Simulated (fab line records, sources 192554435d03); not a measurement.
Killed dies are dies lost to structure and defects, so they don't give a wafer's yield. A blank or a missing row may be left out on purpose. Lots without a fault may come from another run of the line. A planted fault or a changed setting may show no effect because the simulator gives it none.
Chamber matching | flow n5_finfet | N5_MOL_CONTACT_COAG_ALD_133 on ald_sin-02: 4 sister chambers
The step deposits SiO2, target thk 5 nm, pulse time 1 s, co reactant pulse time 1 s. 24 wafers are shown with their chamber, then 12 later ones without.

WAFERS WITH THEIR CHAMBER
wafer  | chamber | heater_power_w (W) | precursor_pulse_height_rel
L074.1 | 2       | 79                 | 1.007
L074.2 | 0       | 72                 | 0.985
L074.3 | 1       | 69                 | 0.996
L074.4 | 3       | 71                 | 0.950
L074.5 | 3       | 70                 | 0.994
L074.6 | 2       | 80                 | 0.984
L075.1 | 3       | 70                 | 0.999
L075.2 | 1       | 68                 | 1.048
L075.3 | 2       | 79                 | 0.990
L075.4 | 0       | 72                 | 0.971
L075.5 | 1       | 67                 | 0.988
L075.6 | 0       | 74                 | 1.018
L078.1 | 0       | 73                 | 0.943
L078.2 | 3       | 71                 | 1.004
L078.6 | 1       | 67                 | 1.000
L079.1 | 2       | 78                 | 0.994
L079.3 | 0       | 72                 | 1.000
L079.5 | 3       | 70                 | 0.986
L087.2 | 3       | 69                 | 0.976
L087.4 | 0       | 73                 | 1.029
L087.6 | 0       | 71                 | 1.005
L093.1 | 3       | 71                 | 1.024
L093.3 | 0       | 73                 | 1.054
L093.4 | 1       | 67                 | 1.010

SIGNATURES (means of the wafers above)
reading                    | chamber 0 | chamber 1 | chamber 2 | chamber 3 | scatter within a chamber
heater_power_w             | 72.50     | 67.60     | 79.00     | 70.29     | 0.855
precursor_pulse_height_rel | 1.00062   | 1.00840   | 0.99375   | 0.99043   | 0.0266
Rule: a wafer's distance from a chamber is the root of the sum, over the readings, of the square of ((its reading less the chamber's mean) divided by the reading's scatter). The wafer belongs to the nearest chamber; if the next one is less than 2 further off, it can't be placed. The scatter: the root of (the sum of the squares of (reading less its chamber's mean) over the shown wafers, divided by (wafers less chambers)).

WAFERS WITHOUT THEIR CHAMBER
wafer  | heater_power_w (W) | precursor_pulse_height_rel
L095.1 | 79                 | 0.996
L095.2 | 69                 | 0.973
L095.3 | 73                 | 0.995
L095.4 | 67                 | 1.006
L095.5 | 71                 | 0.987
L095.6 | 68                 | 0.990
L096.1 | 79                 | 0.971
L096.2 | 69                 | 0.968
L096.3 | 72                 | 0.988
L096.4 | 74                 | 1.015
L096.5 | 72                 | 1.003
L096.6 | 66                 | 0.984

WHICH CHAMBER EACH WENT THROUGH
wafer  | from the rows above     | in truth
L095.1 | 2                       | 2
L095.2 | can't be placed: 3 or 1 | 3
L095.3 | 0                       | 0
L095.4 | 1                       | 1
L095.5 | can't be placed: 3 or 0 | 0
L095.6 | can't be placed: 1 or 3 | 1
L096.1 | 2                       | 2
L096.2 | can't be placed: 3 or 1 | 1
L096.3 | can't be placed: 0 or 3 | 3
L096.4 | 0                       | 0
L096.5 | can't be placed: 0 or 3 | 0
L096.6 | 1                       | 1
Placed correctly: 6 of 12. Can't be placed from these rows: 6 (the true chamber is among the candidates in 6). Placed wrongly: 0.
